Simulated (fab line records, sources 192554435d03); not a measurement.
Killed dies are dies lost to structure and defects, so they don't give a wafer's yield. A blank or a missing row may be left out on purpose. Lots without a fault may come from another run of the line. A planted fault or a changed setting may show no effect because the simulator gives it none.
Split-lot experiment | flow n5_finfet | 7 lots, 21 wafers read, on a route of 1938 steps

THE SPLIT
At N5_BEOL_M5_HM_DEP_02 (deposits TiN, target thk 20 nm), the setting target_thk_a was moved away from the recipe's 200 angstrom on 9 of the 21 wafers read, by -12.9% to +11.3%. The other wafers ran this setting at the recipe's value.

FROM THE SPLIT TO THE READING: what the file shows between them, 4 steps
- N5_BEOL_M5_COAT_59: time 60 s, resist thk 60 nm
- N5_BEOL_M5_COAT_60: time 60 s, resist thk 12 nm
- N5_BEOL_M5_STRIP_73: strips in N2/H2
- N5_BEOL_M5_STRIP_64: strips in CF4

THE READING
etch.depth_nm (the simulator's own value, which no gauge read), in nm, at N5_BEOL_M5_HM_OPEN_17 (chemistry Cl2/BCl3, target TiN, target depth 20 nm, overetch 6 nm). The file gives no usual value for it. The 12 wafers here that ran the recipe average 19.95 nm, standard deviation 0.23 nm.

wafer  | tool, chamber at the split | target_thk_a as run, angstrom | against the recipe | etch.depth_nm, nm | against lot-mates on the recipe
L080.2 | pvd_sputter-01, -          | 174.2                         | -12.9%             | 17.33             | no lot-mate on the recipe
L080.3 | pvd_sputter-01, -          | 174.2                         | -12.9%             | 17.63             | no lot-mate on the recipe
L080.5 | pvd_sputter-01, -          | 174.2                         | -12.9%             | 17.32             | no lot-mate on the recipe
L082.1 | pvd_sputter-03, -          | 176.2                         | -11.9%             | 17.25             | -2.37
L082.4 | pvd_sputter-03, -          | 200                           | recipe             | 19.71             | -
L082.6 | pvd_sputter-03, -          | 200                           | recipe             | 19.53             | -
L083.1 | pvd_sputter-01, -          | 200                           | recipe             | 19.95             | -
L083.3 | pvd_sputter-01, -          | 222.7                         | +11.3%             | 22.52             | +2.43
L083.5 | pvd_sputter-01, -          | 200                           | recipe             | 20.23             | -
L090.4 | pvd_sputter-02, -          | 200                           | recipe             | 20.07             | -
L090.5 | pvd_sputter-02, -          | 200                           | recipe             | 20.07             | -
L090.6 | pvd_sputter-02, -          | 200                           | recipe             | 20.34             | -
L091.2 | pvd_sputter-03, -          | 200                           | recipe             | 19.76             | -
L091.3 | pvd_sputter-03, -          | 219.7                         | +9.9%              | 21.64             | +1.88
L091.6 | pvd_sputter-03, -          | 219.7                         | +9.9%              | 21.35             | +1.59
L092.1 | pvd_sputter-03, -          | 208.7                         | +4.3%              | 20.6              | +0.60
L092.3 | pvd_sputter-03, -          | 200                           | recipe             | 20                | -
L092.6 | pvd_sputter-03, -          | 208.7                         | +4.3%              | 20.15             | +0.15
L096.1 | pvd_sputter-01, -          | 200                           | recipe             | 20.04             | -
L096.5 | pvd_sputter-01, -          | 200                           | recipe             | 19.64             | -
L096.6 | pvd_sputter-01, -          | 200                           | recipe             | 20.1              | -

THE FIT
A straight line over all 21 wafers: etch.depth_nm changes by +0.192 nm for each +1% of target_thk_a; r = +0.98; the points scatter about the line by 0.29 nm.
The same after taking each lot's own level away (the mean of its wafers on the recipe; 18 wafers): +0.189 nm for each +1%; r = +0.98; scatter 0.23 nm.
On that fit, the largest move of target_thk_a shifts the reading by 2.4 nm.
The lots' own levels span 19.620 to 20.160 nm, that is 2.3 times the standard deviation above.
So the lot-to-lot level changes the slope little: the two slopes agree.
Check: with one of the wafers moved furthest among these (-11.9%) left out of the fit, the line predicts -2.24 nm for it against its lot-mates. It came out at -2.37 nm against them.

OTHER SPLITS ON THESE WAFERS
These wafers also went through other splits before the reading. Each is held against what the fit with the lots' levels taken away leaves over:
other split on the same wafers    | wafers away from the commonest value | r with etch.depth_nm (lot level and that fit taken away)
N5_BEOL_M2_EXPOSE_25 dose_mj      | 4                                    | -0.32
N5_BEOL_M3_ILD_DEP_00 time_s      | 7                                    | -0.15
N5_BEOL_M3_HM_DEP_02 target_thk_a | 6                                    | -0.04
N5_BEOL_M4_ETCH_70 bias_w         | 8                                    | -0.03

THE WHOLE CHAIN: every reading that the file lists as answering this split, in the file's order
step                  | what it does                                                      | reading                                                                          | change (the file's fit)               | r (the file's)
N5_BEOL_M5_HM_DEP_02  | deposits TiN, target thk 20 nm                                    | TiN_of_BEOL_M5_HM_DEP_02.thk_nm (the simulator's own value, which no gauge read) | +0.198 nm for each +1% of the setting | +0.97
N5_BEOL_M5_HM_OPEN_17 | chemistry Cl2/BCl3, target TiN, target depth 20 nm, overetch 6 nm | etch.depth_nm (the simulator's own value, which no gauge read)                   | +0.193 nm for each +1% of the setting | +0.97

THE FILE'S OWN FIT
etch.depth_nm changes by +0.193 nm for each +1% of target_thk_a, r = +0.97.
